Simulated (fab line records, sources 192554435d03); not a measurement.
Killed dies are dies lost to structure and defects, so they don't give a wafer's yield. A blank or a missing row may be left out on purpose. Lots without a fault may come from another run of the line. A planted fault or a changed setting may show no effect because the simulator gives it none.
Split-lot experiment | flow n5_finfet | 7 lots, 21 wafers read, on a route of 1938 steps

THE SPLIT
At N5_BEOL_M6_COAT_63 (time 60 s, resist thk 60 nm), the setting spin_rpm was moved away from the recipe's 1500 rpm on 8 of the 21 wafers read, by -8.2% to +9.3%. The other wafers ran this setting at the recipe's value.

FROM THE SPLIT TO THE READING: what the file shows between them, 7 steps
- N5_BEOL_M6_COAT_64: time 60 s, resist thk 12 nm
- N5_BEOL_M6_COAT_71: time 60 s, resist thk 5 nm
- N5_BEOL_M6_ETCH_72: etches underlayer in N2/H2, target depth 6.5 nm, time 5.2 s
- N5_BEOL_M6_ETCH_65: etches SiARC in CF4, target depth 15.6 nm, time 26 s
- N5_BEOL_M6_ETCH_66: etches SOC in N2/H2, target depth 80 nm, overetch 16 nm, time 120 s
- N5_BEOL_M6_STRIP_69: strips in N2/H2
- N5_BEOL_M6_STRIP_73: strips in N2/H2

THE READING
SOC_of_BEOL_M6_COAT_63.thk_nm (the simulator's own value, which no gauge read), in nm, at N5_BEOL_M6_VIA_ETCH_34 (etches SiCOH lowk in C4F6/O2, target depth 126.3 nm, time 50.9 s). The file gives no usual value for it. The 13 wafers here that ran the recipe average 54.1 nm, standard deviation 0.31 nm.

wafer  | tool, chamber at the split | spin_rpm as run, rpm | against the recipe | SOC_of_BEOL_M6_COAT_63.thk_nm, nm | against lot-mates on the recipe
L074.1 | litho_track-04, 0          | 1405                 | -6.3%              | 56.4                              | no lot-mate on the recipe
L074.5 | litho_track-04, 0          | 1405                 | -6.3%              | 56.4                              | no lot-mate on the recipe
L074.4 | litho_track-04, 0          | 1405                 | -6.3%              | 56.2                              | no lot-mate on the recipe
L077.1 | litho_track-02, 0          | 1500                 | recipe             | 53.6                              | -
L077.4 | litho_track-02, 0          | 1500                 | recipe             | 53.6                              | -
L077.3 | litho_track-02, 0          | 1639                 | +9.3%              | 51.2                              | -2.4
L079.1 | litho_track-01, 0          | 1500                 | recipe             | 54                                | -
L079.2 | litho_track-01, 0          | 1500                 | recipe             | 54                                | -
L079.3 | litho_track-01, 0          | 1500                 | recipe             | 53.8                              | -
L084.1 | litho_track-01, 0          | 1500                 | recipe             | 54                                | -
L084.3 | litho_track-01, 0          | 1500                 | recipe             | 54                                | -
L084.6 | litho_track-01, 0          | 1377                 | -8.2%              | 56.6                              | +2.6
L085.2 | litho_track-04, 0          | 1500                 | recipe             | 54.6                              | -
L085.4 | litho_track-04, 0          | 1500                 | recipe             | 54.6                              | -
L085.5 | litho_track-04, 0          | 1500                 | recipe             | 54.4                              | -
L088.1 | litho_track-02, 0          | 1554                 | +3.6%              | 53.2                              | -0.9
L088.4 | litho_track-02, 0          | 1500                 | recipe             | 54                                | -
L088.5 | litho_track-02, 0          | 1500                 | recipe             | 54.2                              | -
L096.1 | litho_track-04, 0          | 1417                 | -5.5%              | 56                                | +2.0
L096.6 | litho_track-04, 0          | 1417                 | -5.5%              | 56                                | +2.0
L096.3 | litho_track-04, 0          | 1500                 | recipe             | 54                                | -

THE FIT
A straight line over all 21 wafers: SOC_of_BEOL_M6_COAT_63.thk_nm changes by -0.327 nm for each +1% of spin_rpm; r = -0.98; the points scatter about the line by 0.28 nm.
The same after taking each lot's own level away (the mean of its wafers on the recipe; 18 wafers): -0.301 nm for each +1%; r = -0.99; scatter 0.16 nm.
On that fit, the largest move of spin_rpm shifts the reading by 2.8 nm.
The lots' own levels span 53.60 to 54.53 nm, that is 3.0 times the standard deviation above.
So the lot-to-lot level changes the slope little: the two slopes agree.
Check: with one of the wafers moved furthest among these (+9.3%) left out of the fit, the line predicts -2.99 nm for it against its lot-mates. It came out at -2.4 nm against them.

OTHER SPLITS ON THESE WAFERS
These wafers also went through other splits before the reading. Each is held against what the fit with the lots' levels taken away leaves over:
other split on the same wafers | wafers away from the commonest value | r with SOC_of_BEOL_M6_COAT_63.thk_nm (lot level and that fit taken away)
N5_BEOL_M3_COAT_76 spin_rpm    | 3                                    | +0.06
N5_BEOL_M4_COAT_73 spin_rpm    | 7                                    | +0.22
N5_BEOL_M5_COAT_74 spin_rpm    | 5                                    | -0.18
N5_BEOL_M5_EXPOSE_25 dose_mj   | 6                                    | -0.12
N5_BEOL_M6_ETCH_62 time_s      | 7                                    | -0.02

THE WHOLE CHAIN: every reading that the file lists as answering this split, in the file's order
step                   | what it does                                                        | reading                                                                        | change (the file's fit)               | r (the file's)
N5_BEOL_M6_COAT_63     | time 60 s, resist thk 60 nm                                         | SOC_of_BEOL_M6_COAT_63.thk_nm (the simulator's own value, which no gauge read) | -0.309 nm for each +1% of the setting | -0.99
N5_BEOL_M6_ETCH_66     | etches SOC in N2/H2, target depth 80 nm, overetch 16 nm, time 120 s | etch.depth_nm (the simulator's own value, which no gauge read)                 | -0.299 nm for each +1% of the setting | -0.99
N5_BEOL_M6_VIA_ETCH_34 | etches SiCOH lowk in C4F6/O2, target depth 126.3 nm, time 50.9 s    | SOC_of_BEOL_M6_COAT_63.thk_nm (the simulator's own value, which no gauge read) | -0.294 nm for each +1% of the setting | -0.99

THE FILE'S OWN FIT
SOC_of_BEOL_M6_COAT_63.thk_nm changes by -0.294 nm for each +1% of spin_rpm, r = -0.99.
